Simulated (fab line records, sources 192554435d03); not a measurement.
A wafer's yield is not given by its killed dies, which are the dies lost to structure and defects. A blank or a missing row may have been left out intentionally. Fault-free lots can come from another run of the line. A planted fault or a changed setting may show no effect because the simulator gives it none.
Which tool did it? :: flow n5Finfet :: 9 lots, 26 wafers sampled, at 6 steps of a route of 1938

== WHAT EACH GAUGE READ, for each wafer ==
N5_BEOL_M3_OCD_MEAS_38. Usual: trenchDepthNm 55.3 nm, standard deviation 1.1.
lot: L298
measured: day 8 06:47
on: ocd-02
trenchDepthNm (nm): 54.7 54.5
flag: 

lot: L302
measured: day 8 16:34
on: ocd-02
trenchDepthNm (nm): 54.0 55.6 53.6
flag: 

lot: L303
measured: day 8 20:47
on: ocd-02
trenchDepthNm (nm): 56.6 53.3 55.9
flag: 

lot: L305
measured: day 10 20:22
on: ocd-01
trenchDepthNm (nm): 56.1 57.7 56.7
flag: 

lot: L310
measured: day 11 22:01
on: ocd-02
trenchDepthNm (nm): 53.1 54.6 55.1
flag: 

lot: L309
measured: day 12 03:11
on: ocd-01
trenchDepthNm (nm): 55.4 53.9 54.8
flag: 

lot: L311
measured: day 12 06:49
on: ocd-01
trenchDepthNm (nm): 55.7 55.6 56.2
flag: 

lot: L312
measured: day 12 06:52
on: ocd-02
trenchDepthNm (nm): 54.5 45.0 55.1
flag: OFF

lot: L315
measured: day 12 11:01
on: ocd-01
trenchDepthNm (nm): 56.2 55.6 55.7
flag: 

N5_BEOL_M4_RC_MEAS_101. Usual: DIBL_N 36.5 mV/V, standard deviation 1.9; DIBL_P 36.4 mV/V, standard deviation 2.2; IOFF_N 0.17 nA/um, standard deviation 0.034; IOFF_P 0.21 nA/um, standard deviation 0.036; ION_N 678 uA/um, standard deviation 12; ION_P 462 uA/um, standard deviation 7.1; SS_N 71.7 mV/dec, standard deviation 0.61; SS_P 73.4 mV/dec, standard deviation 0.71; VT_N 249 mV, standard deviation 3.5; VT_P -251 mV, standard deviation 3.
lot: L298
measured: day 9 12:31
on: prober-02
DIBL_N (mV/V): 39.2 39.5
DIBL_P (mV/V): 39.0 38.4
IOFF_N (nA/um): 0.22 0.22
IOFF_P (nA/um): 0.23 0.24
ION_N (uA/um): 689 677
ION_P (uA/um): 462 464
SS_N (mV/dec): 72.0 72.4
SS_P (mV/dec): 74.0 73.7
VT_N (mV): 246 245
VT_P (mV): -252 -252
flag: 

lot: L302
measured: day 9 21:43
on: prober-01
DIBL_N (mV/V): 38.0 38.1 36.9
DIBL_P (mV/V): 36.3 36.2 36.1
IOFF_N (nA/um): 0.18 0.17 0.16
IOFF_P (nA/um): 0.21 0.19 0.21
ION_N (uA/um): 679 669 676
ION_P (uA/um): 458 453 461
SS_N (mV/dec): 71.9 72.0 71.0
SS_P (mV/dec): 73.6 73.5 73.4
VT_N (mV): 250 252 248
VT_P (mV): -251 -255 -249
flag: 

lot: L303
measured: day 10 22:04
on: prober-02
DIBL_N (mV/V): 34.9 35.3 34.3
DIBL_P (mV/V): 34.9 33.9 33.7
IOFF_N (nA/um): 0.15 0.15 0.14
IOFF_P (nA/um): 0.20 0.19 0.19
ION_N (uA/um): 681 666 667
ION_P (uA/um): 470 458 469
SS_N (mV/dec): 71.3 71.8 71.0
SS_P (mV/dec): 73.2 72.7 72.7
VT_N (mV): 247 249 250
VT_P (mV): -250 -248 -253
flag: 

lot: L305
measured: day 11 09:53
on: prober-01
DIBL_N (mV/V): 38.7 37.5 36.0
DIBL_P (mV/V): 38.9 38.0 35.6
IOFF_N (nA/um): 0.20 0.18 0.14
IOFF_P (nA/um): 0.23 0.21 0.17
ION_N (uA/um): 692 691 664
ION_P (uA/um): 470 467 457
SS_N (mV/dec): 72.4 72.1 71.6
SS_P (mV/dec): 74.4 73.2 73.2
VT_N (mV): 244 249 254
VT_P (mV): -250 -252 -256
flag: 

lot: L310
measured: day 12 18:41
on: prober-02
DIBL_N (mV/V): 39.9 35.5 37.2
DIBL_P (mV/V): 40.4 34.8 36.8
IOFF_N (nA/um): 0.25 0.16 0.18
IOFF_P (nA/um): 0.28 0.19 0.23
ION_N (uA/um): 707 663 674
ION_P (uA/um): 470 453 462
SS_N (mV/dec): 72.9 71.0 72.1
SS_P (mV/dec): 75.2 73.6 74.4
VT_N (mV): 245 251 249
VT_P (mV): -248 -251 -249
flag: 

lot: L309
measured: day 13 01:29
on: prober-01
DIBL_N (mV/V): 37.5 38.6 37.2
DIBL_P (mV/V): 36.2 39.0 37.2
IOFF_N (nA/um): 0.16 0.19 0.16
IOFF_P (nA/um): 0.18 0.22 0.19
ION_N (uA/um): 668 682 672
ION_P (uA/um): 446 451 452
SS_N (mV/dec): 72.7 71.7 72.5
SS_P (mV/dec): 73.4 73.4 73.2
VT_N (mV): 253 247 254
VT_P (mV): -259 -252 -253
flag: 

lot: L311
measured: day 13 06:35
on: prober-02
DIBL_N (mV/V): 33.7 38.1 34.3
DIBL_P (mV/V): 34.0 39.5 34.0
IOFF_N (nA/um): 0.11 0.18 0.11
IOFF_P (nA/um): 0.16 0.24 0.15
ION_N (uA/um): 664 683 661
ION_P (uA/um): 456 474 453
SS_N (mV/dec): 71.0 72.7 70.8
SS_P (mV/dec): 72.5 73.6 72.9
VT_N (mV): 255 252 255
VT_P (mV): -252 -250 -255
flag: 

lot: L312
measured: day 13 10:46
on: prober-02
DIBL_N (mV/V): 36.8 39.3 36.1
DIBL_P (mV/V): 35.1 38.0 33.2
IOFF_N (nA/um): 0.16 0.19 0.14
IOFF_P (nA/um): 0.19 0.25 0.16
ION_N (uA/um): 683 680 671
ION_P (uA/um): 464 468 451
SS_N (mV/dec): 71.6 72.0 71.9
SS_P (mV/dec): 73.5 74.0 73.2
VT_N (mV): 249 248 252
VT_P (mV): -251 -248 -255
flag: 

lot: L315
measured: day 13 10:07
on: prober-01
DIBL_N (mV/V): 36.8 35.3 35.3
DIBL_P (mV/V): 38.1 37.1 37.4
IOFF_N (nA/um): 0.18 0.16 0.17
IOFF_P (nA/um): 0.22 0.19 0.20
ION_N (uA/um): 676 673 689
ION_P (uA/um): 468 456 470
SS_N (mV/dec): 71.6 72.2 72.2
SS_P (mV/dec): 73.6 72.8 72.9
VT_N (mV): 248 251 249
VT_P (mV): -252 -254 -252
flag: 

== WHICH TOOL RAN EACH LOT (tool, then ch and the chambers of the sampled wafers, then the start) ==
lot: L298
N5_BEOL_M3_TRENCH_ETCH_37: rieDiel-02 ch 1, day 8 06:37
N5_BEOL_M3_STRIP_97: rieDiel-02 ch 1, day 8 06:47 or earlier
N5_BEOL_M3_ALD_84: aldMetal-02 ch 1,3, day 8 07:39
N5_BEOL_M3_SPUTTER_79: pvdSputter-01, day 8 08:26

lot: L302
N5_BEOL_M3_TRENCH_ETCH_37: rieDiel-06 ch 0,3, day 8 16:25
N5_BEOL_M3_STRIP_97: rieDiel-06 ch 0,3, day 8 16:34 or earlier
N5_BEOL_M3_ALD_84: aldMetal-01 ch 0,2,3, day 8 17:21
N5_BEOL_M3_SPUTTER_79: pvdSputter-02, day 8 19:55

lot: L303
N5_BEOL_M3_TRENCH_ETCH_37: rieDiel-05 ch 0,2,3, day 8 20:38
N5_BEOL_M3_STRIP_97: rieDiel-05 ch 0,2,3, day 8 20:47 or earlier
N5_BEOL_M3_ALD_84: aldMetal-04 ch 0,1,2, day 8 21:08
N5_BEOL_M3_SPUTTER_79: pvdSputter-02, day 8 22:03

lot: L305
N5_BEOL_M3_TRENCH_ETCH_37: rieDiel-05 ch 0,1,2, day 10 20:13
N5_BEOL_M3_STRIP_97: rieDiel-05 ch 0,1,2, day 10 20:22 or earlier
N5_BEOL_M3_ALD_84: aldMetal-04 ch 0,2, day 10 21:17
N5_BEOL_M3_SPUTTER_79: pvdSputter-03, day 10 22:54

lot: L310
N5_BEOL_M3_TRENCH_ETCH_37: rieDiel-06 ch 2,3, day 11 21:52
N5_BEOL_M3_STRIP_97: rieDiel-06 ch 2,3, day 11 22:01 or earlier
N5_BEOL_M3_ALD_84: aldMetal-01 ch 1,3, day 11 22:19
N5_BEOL_M3_SPUTTER_79: pvdSputter-03, day 12 02:21

lot: L309
N5_BEOL_M3_TRENCH_ETCH_37: rieDiel-02 ch 1,2, day 12 03:01
N5_BEOL_M3_STRIP_97: rieDiel-02 ch 1,2, day 12 03:11 or earlier
N5_BEOL_M3_ALD_84: aldMetal-02 ch 1,2,3, day 12 03:52
N5_BEOL_M3_SPUTTER_79: pvdSputter-03, day 12 04:35

lot: L311
N5_BEOL_M3_TRENCH_ETCH_37: rieDiel-05 ch 1,2,3, day 12 06:40
N5_BEOL_M3_STRIP_97: rieDiel-05 ch 1,2,3, day 12 06:49 or earlier
N5_BEOL_M3_ALD_84: aldMetal-02 ch 0,1,3, day 12 07:08
N5_BEOL_M3_SPUTTER_79: pvdSputter-01, day 12 07:56

lot: L312
N5_BEOL_M3_TRENCH_ETCH_37: rieDiel-06 ch 1,2, day 12 06:43
N5_BEOL_M3_STRIP_97: rieDiel-06 ch 1,2, day 12 06:52 or earlier
N5_BEOL_M3_ALD_84: aldMetal-01 ch 1,2,3, day 12 07:19
N5_BEOL_M3_SPUTTER_79: pvdSputter-03, day 12 08:16

lot: L315
N5_BEOL_M3_TRENCH_ETCH_37: rieDiel-05 ch 0,2, day 12 10:52
N5_BEOL_M3_STRIP_97: rieDiel-05 ch 0,2, day 12 11:01 or earlier
N5_BEOL_M3_ALD_84: aldMetal-04 ch 1,3, day 12 11:39
N5_BEOL_M3_SPUTTER_79: pvdSputter-01, day 12 12:32
- N5_BEOL_M3_TRENCH_ETCH_37: etches SiOC in C4F6/O2, target depth 55.555 nm, time 29.2 s.
- N5_BEOL_M3_STRIP_97: strips in N2/H2, time 10 s.
- N5_BEOL_M3_ALD_84: deposits TaN, pulse time 2 s, purge time 3 s, co reactant purge time 2 s.
- N5_BEOL_M3_SPUTTER_79: material Cu, target thk 4.5 nm, time 8.29 s.

== WHAT THE TOOLS THEMSELVES READ (means of the sampled wafers that have a number; where no wafer has one, the mark that the record gives instead) ==
N5_BEOL_M3_TRENCH_ETCH_37. Usual: O2_flow_sccm 10.00 sccm, standard deviation 0.031; drypumpMotorCurrentA 5.6 A, standard deviation 0.41; oesProductAu 0.78 a.u., standard deviation 0.078; rfVppV 665 V, standard deviation 12; showerheadPlenumPTorr 2.85 Torr, standard deviation 0.077; throttleValvePct 20.87 %, standard deviation 0.26.
lot: L298
tool: rieDiel-02
O2_flow_sccm (sccm): 9.97
drypumpMotorCurrentA (A): 5.7
oesProductAu (a.u.): 0.84
rfVppV (V): 648
showerheadPlenumPTorr (Torr): 2.76
throttleValvePct (%): 20.80
flag: 

lot: L302
tool: rieDiel-06
O2_flow_sccm (sccm): 10.02
drypumpMotorCurrentA (A): 5.5
oesProductAu (a.u.): 0.74
rfVppV (V): 671
showerheadPlenumPTorr (Torr): 2.88
throttleValvePct (%): 21.03
flag: 

lot: L303
tool: rieDiel-05
O2_flow_sccm (sccm): 10.01
drypumpMotorCurrentA (A): 5.5
oesProductAu (a.u.): 0.79
rfVppV (V): 668
showerheadPlenumPTorr (Torr): 2.83
throttleValvePct (%): 20.81
flag: 

lot: L305
tool: rieDiel-05
O2_flow_sccm (sccm): 9.98
drypumpMotorCurrentA (A): 5.7
oesProductAu (a.u.): 0.80
rfVppV (V): 667
showerheadPlenumPTorr (Torr): 2.86
throttleValvePct (%): 20.63
flag: 

lot: L310
tool: rieDiel-06
O2_flow_sccm (sccm): 10.01
drypumpMotorCurrentA (A): 5.7
oesProductAu (a.u.): 0.72
rfVppV (V): 664
showerheadPlenumPTorr (Torr): 2.95
throttleValvePct (%): 21.03
flag: 

lot: L309
tool: rieDiel-02
O2_flow_sccm (sccm): 9.99
drypumpMotorCurrentA (A): 5.9
oesProductAu (a.u.): 0.76
rfVppV (V): 660
showerheadPlenumPTorr (Torr): 2.80
throttleValvePct (%): 20.80
flag: 

lot: L311
tool: rieDiel-05
O2_flow_sccm (sccm): 10.01
drypumpMotorCurrentA (A): 5.6
oesProductAu (a.u.): 0.82
rfVppV (V): 673
showerheadPlenumPTorr (Torr): 2.86
throttleValvePct (%): 20.74
flag: 

lot: L312
tool: rieDiel-06
O2_flow_sccm (sccm): 10.00
drypumpMotorCurrentA (A): 5.9
oesProductAu (a.u.): 0.68
rfVppV (V): 667
showerheadPlenumPTorr (Torr): 2.91
throttleValvePct (%): 20.97
flag: 

lot: L315
tool: rieDiel-05
O2_flow_sccm (sccm): 10.01
drypumpMotorCurrentA (A): 5.9
oesProductAu (a.u.): 0.82
rfVppV (V): 674
showerheadPlenumPTorr (Torr): 2.84
throttleValvePct (%): 20.57
flag: 

N5_BEOL_M3_STRIP_97. Usual: drypumpMotorCurrentA 5.6 A, standard deviation 0.41; n2FlowSccm 200.0 sccm, standard deviation 0.56; oesProductAu 0.77 a.u., standard deviation 0.079; rfVppV 59.1 V, standard deviation 0.9; showerheadPlenumPTorr 2.54 Torr, standard deviation 0.066; throttleValvePct 23.6 %, standard deviation 0.32.
lot: L298
tool: rieDiel-02
drypumpMotorCurrentA (A): 5.7
n2FlowSccm (sccm): 198.9
oesProductAu (a.u.): 0.85
rfVppV (V): 58.5
showerheadPlenumPTorr (Torr): 2.49
throttleValvePct (%): 23.6
flag: 

lot: L302
tool: rieDiel-06
drypumpMotorCurrentA (A): 5.5
n2FlowSccm (sccm): 199.8
oesProductAu (a.u.): 0.75
rfVppV (V): 59.6
showerheadPlenumPTorr (Torr): 2.57
throttleValvePct (%): 23.8
flag: 

lot: L303
tool: rieDiel-05
drypumpMotorCurrentA (A): 5.5
n2FlowSccm (sccm): 200.1
oesProductAu (a.u.): 0.78
rfVppV (V): 60.6
showerheadPlenumPTorr (Torr): 2.51
throttleValvePct (%): 23.4
flag: 

lot: L305
tool: rieDiel-05
drypumpMotorCurrentA (A): 5.7
n2FlowSccm (sccm): 200.0
oesProductAu (a.u.): 0.78
rfVppV (V): 59.4
showerheadPlenumPTorr (Torr): 2.55
throttleValvePct (%): 23.3
flag: 

lot: L310
tool: rieDiel-06
drypumpMotorCurrentA (A): 5.7
n2FlowSccm (sccm): 200.0
oesProductAu (a.u.): 0.72
rfVppV (V): 58.8
showerheadPlenumPTorr (Torr): 2.62
throttleValvePct (%): 23.9
flag: 

lot: L309
tool: rieDiel-02
drypumpMotorCurrentA (A): 5.9
n2FlowSccm (sccm): 199.9
oesProductAu (a.u.): 0.75
rfVppV (V): 58.9
showerheadPlenumPTorr (Torr): 2.51
throttleValvePct (%): 23.5
flag: 

lot: L311
tool: rieDiel-05
drypumpMotorCurrentA (A): 5.6
n2FlowSccm (sccm): 200.5
oesProductAu (a.u.): 0.81
rfVppV (V): 59.7
showerheadPlenumPTorr (Torr): 2.56
throttleValvePct (%): 23.6
flag: 

lot: L312
tool: rieDiel-06
drypumpMotorCurrentA (A): 5.9
n2FlowSccm (sccm): 199.7
oesProductAu (a.u.): 0.71
rfVppV (V): 59.1
showerheadPlenumPTorr (Torr): 2.59
throttleValvePct (%): 24.0
flag: 

lot: L315
tool: rieDiel-05
drypumpMotorCurrentA (A): 5.9
n2FlowSccm (sccm): 199.6
oesProductAu (a.u.): 0.82
rfVppV (V): 59.1
showerheadPlenumPTorr (Torr): 2.54
throttleValvePct (%): 23.3
flag: 

N5_BEOL_M3_ALD_84. Usual: heaterPowerW 427 W, standard deviation 52; mfcCarrierSccm 1500 sccm, standard deviation 4.6.
lot: L298
tool: aldMetal-02
heaterPowerW (W): 464
mfcCarrierSccm (sccm): 1506
flag: 

lot: L302
tool: aldMetal-01
heaterPowerW (W): 420
mfcCarrierSccm (sccm): 1500
flag: 

lot: L303
tool: aldMetal-04
heaterPowerW (W): 405
mfcCarrierSccm (sccm): 1501
flag: 

lot: L305
tool: aldMetal-04
heaterPowerW (W): 409
mfcCarrierSccm (sccm): 1499
flag: 

lot: L310
tool: aldMetal-01
heaterPowerW (W): 440
mfcCarrierSccm (sccm): 1499
flag: 

lot: L309
tool: aldMetal-02
heaterPowerW (W): 445
mfcCarrierSccm (sccm): 1501
flag: 

lot: L311
tool: aldMetal-02
heaterPowerW (W): 445
mfcCarrierSccm (sccm): 1502
flag: 

lot: L312
tool: aldMetal-01
heaterPowerW (W): 468
mfcCarrierSccm (sccm): 1498
flag: 

lot: L315
tool: aldMetal-04
heaterPowerW (W): 407
mfcCarrierSccm (sccm): 1496
flag: 

N5_BEOL_M3_SPUTTER_79. Usual: throttleValvePct 30.4 %, standard deviation 1.3.
lot: L298
tool: pvdSputter-01
throttleValvePct (%): 32.0
flag: 

lot: L302
tool: pvdSputter-02
throttleValvePct (%): 29.9
flag: 

lot: L303
tool: pvdSputter-02
throttleValvePct (%): 29.8
flag: 

lot: L305
tool: pvdSputter-03
throttleValvePct (%): 29.4
flag: 

lot: L310
tool: pvdSputter-03
throttleValvePct (%): 30.4
flag: 

lot: L309
tool: pvdSputter-03
throttleValvePct (%): 29.5
flag: 

lot: L311
tool: pvdSputter-01
throttleValvePct (%): 31.6
flag: 

lot: L312
tool: pvdSputter-03
throttleValvePct (%): 30.1
flag: 

lot: L315
tool: pvdSputter-01
throttleValvePct (%): 32.1
flag: 

== THE ANSWER, worked out from the rows above alone ==
Rule: a lot is off if the mean of its wafers that have a number lies more than 3 standard deviations from the usual mean. A lot without any number at a reading at which 4 lots or more have one is off too. The other lots that the step has rows for count as sound. First the gauges in route order, then the tools' own readings, where a lot's mean is used as printed above. At the first step where some lot is off, the reading lying furthest off is the one used; lots without a number count as furthest.
Off: L312, at N5_BEOL_M3_OCD_MEAS_38 (trenchDepthNm).
A tool fits if, at a process step before that reading, it ran every lot that is off, and no sound lot after the first of them. Those tools and the gauges at N5_BEOL_M3_OCD_MEAS_38 are tried in the same way. N5_BEOL_M3_STRIP_97: start missing for some lots; hours and lot order therefore follow N5_BEOL_M3_OCD_MEAS_38. Can't be told from this: 2 tools fit, rieDiel-06 at N5_BEOL_M3_TRENCH_ETCH_37 and N5_BEOL_M3_STRIP_97, ocd-02 at N5_BEOL_M3_OCD_MEAS_38.

== WHAT HAD BEEN PUT IN BY THE SIMULATOR ==
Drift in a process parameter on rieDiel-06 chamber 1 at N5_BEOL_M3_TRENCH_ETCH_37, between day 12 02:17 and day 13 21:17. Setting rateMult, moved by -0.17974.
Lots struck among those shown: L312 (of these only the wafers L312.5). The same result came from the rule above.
